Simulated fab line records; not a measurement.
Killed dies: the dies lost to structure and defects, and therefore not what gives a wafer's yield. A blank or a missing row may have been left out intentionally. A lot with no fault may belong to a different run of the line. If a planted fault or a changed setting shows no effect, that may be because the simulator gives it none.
Problem report in the 8D (eight disciplines) form, filled by code    flow n5Finfet    the parts of the form that need people (team, actions taken, sign-off) are left out
Where a reading is given only as a bound, like >300, the bound stands for it, and a mean or a difference that rests on one is marked > or <: the true number lies beyond.

1. PROBLEM STATEMENT
rawDefectCount at N5_BEOL_M12_INSPECT_30 reads a mean of >300 on 3 wafers of 3 lots; wafers without a fault read 2.0 with a standard deviation of 1.4. So: +99 or more standard deviations from the usual mean.
The step: inspects for defects (macro).
First seen on wafer L965.5, day 15 18:38, on defectInspect-01. The record holds 26 wafers of 9 lots with a number at this step. Rule for "out", or "out of limits": more than 4 standard deviations from the usual mean. The other wafers with a number count as sound.

2. WHAT THIS IS AND IS NOT
question                     is                                  is not
which readings at this step  rawDefectCount                      -
which lots                   L965, L967, L969                    L952, L962, L970, L971, L973, L974
which wafers of those lots   L965.5, L967.3, L969.3              L965.3, L965.6, L967.1, L967.5, L969.2, L969.6
read on which gauges         defectInspect-01, defectInspect-02  -
when                         from day 15 18:38                   up to then (7 sound wafers); but 16 sound wafers of L967, L969, L970, L971, L973, L974 came after

3. THE SUSPECTS, EACH WITH WHAT RULES IT OUT
Counting: if a tool at a process step up to the reading ran every lot that is out, it stays a suspect. Sound lots after the first of them don't rule it out here, since some wafers of a struck lot are sound.
- the gauge at N5_BEOL_M12_INSPECT_30: ruled out. The wafers that are out were read on 2 gauges (defectInspect-01, defectInspect-02).
- rieDiel-02 at N5_BEOL_M12_ETCH_59 (etches BARC in N2/H2, target depth 89 nm, overetch 26.7 nm, time 67.9 s): kept. Ran every lot that is out, first one L965 (day 15 17:46); last sound lot up to then L962 (day 15 03:59).
- rieDiel-02 at N5_BEOL_M12_VIA_ETCH_16 (etches SiOC in C4F8/O2/Ar, target depth 724.8 nm): kept. Ran every lot that is out, first one L965 (day 15 17:49); last sound lot up to then L962 (day 15 04:02).
- At N5_BEOL_M12_VIA_ETCH_16, inside rieDiel-02: chamber 3 took the wafers that are out, while their sound lot-mates went through chambers 0, 1, 2.
Remaining after the count are rieDiel-02 at N5_BEOL_M12_ETCH_59 and rieDiel-02 at N5_BEOL_M12_VIA_ETCH_16.

4. THE CAUSE (what the simulator had put in)
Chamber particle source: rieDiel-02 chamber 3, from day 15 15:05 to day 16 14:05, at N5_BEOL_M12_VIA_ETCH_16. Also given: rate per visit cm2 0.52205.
After counting, 2 suspects remain, this tool included.

5. THE EFFECT CHAIN, in route order
Rows list readings where the struck wafers' mean (over those with a number) sits beyond 3 standard deviations from the usual. Only readings for which the record gives a usual standard deviation are gone through. hours: the time from each lot's start at the first step in this table that gives one to its start at this step, as a median over the lots. sigmas: the change in usual standard deviations.
hours  step                     reading              usual   on struck wafers  change  sigmas
0      N5_BEOL_M12_INSPECT_30   rawDefectCount       2.0     >300              >+298   +99 or more
43     N5_PASSIVATION_PROBE_49  defectLimitedYield   91.6 %  83.9              -7.7    -5.5
43     N5_PASSIVATION_PROBE_49  killed_at_M4_up      13      119               +106    +20
43     N5_PASSIVATION_PROBE_49  killedDies           99      190               +91     +5.7
43     N5_PASSIVATION_PROBE_49  sort_bin_5_function  4.9 %   9.9               +5.0    +5.6
43     N5_PASSIVATION_PROBE_49  sortNPass            1081    990               -91     -5.3
43     N5_PASSIVATION_PROBE_49  sortYieldPct         91.6 %  83.9              -7.7    -5.5
It contains these process steps:
- N5_PASSIVATION_PROBE_49

6. HOW IT WOULD HAVE BEEN CAUGHT EARLIER
Counted from the fault's start at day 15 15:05, it took 4 hours until the first out-of-limits reading at a measuring or inspecting step in this record, taken at day 15 18:38.
An alarm limit of 4 standard deviations would not have fired on the tool readings at N5_BEOL_M12_VIA_ETCH_16 for which the record gives a usual standard deviation, since none of them was out on any struck wafer.
Lots out: 3; of these, L969, L967 started N5_BEOL_M12_VIA_ETCH_16 on rieDiel-02 after day 15 18:38. A hold on the tool at that time would have spared those 2.
